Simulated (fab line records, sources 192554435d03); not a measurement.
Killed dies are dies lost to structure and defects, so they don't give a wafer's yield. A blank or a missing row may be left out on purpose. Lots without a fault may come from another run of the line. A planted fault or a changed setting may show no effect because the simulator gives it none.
Chamber matching | flow n5_finfet | N5_FIN_SAQP_MANDREL2_REMOVE_60 on rie_si-01: 4 sister chambers
The step chemistry HBr/Cl2/O2, target a-Si, stops on SiNx, bt time 10 s. 4 wafers are shown with their chamber, then 7 later ones without.

WAFERS WITH THEIR CHAMBER
wafer  | chamber | drypump_motor_current_A (A)
L079.1 | 0       | 6.0
L083.1 | 1       | 5.8
L094.1 | 3       | 5.5
L094.2 | 2       | 4.8

WAFERS WITHOUT THEIR CHAMBER
wafer  | drypump_motor_current_A (A)
L094.6 | 4.8
L096.1 | 6.1
L096.2 | 5.8
L096.4 | 5.5
L097.1 | 4.8
L097.2 | 5.7
L097.4 | 5.4

WHICH CHAMBER EACH WENT THROUGH
wafer  | from the rows above     | in truth
L094.6 | 2                       | 2
L096.1 | 0                       | 0
L096.2 | 1                       | 1
L096.4 | 3                       | 3
L097.1 | 2                       | 2
L097.2 | can't be placed: 1 or 3 | 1
L097.4 | 3                       | 3
Placed correctly: 6 of 7. Can't be placed from these rows: 1 (the true chamber is among the candidates in 1). Placed wrongly: 0.
How it was worked out, from the rows above alone: a wafer's distance from a chamber is the root of the sum, over the readings, of the square of ((its reading less the chamber's mean) divided by the reading's scatter). The wafer belongs to the nearest chamber; if the next one is less than 2 further off, it can't be placed. A chamber's mean is the mean of its shown wafers. The scatter: with one shown wafer a chamber, the root of the mean of the squares of how far each hidden wafer lies from its nearest shown one.
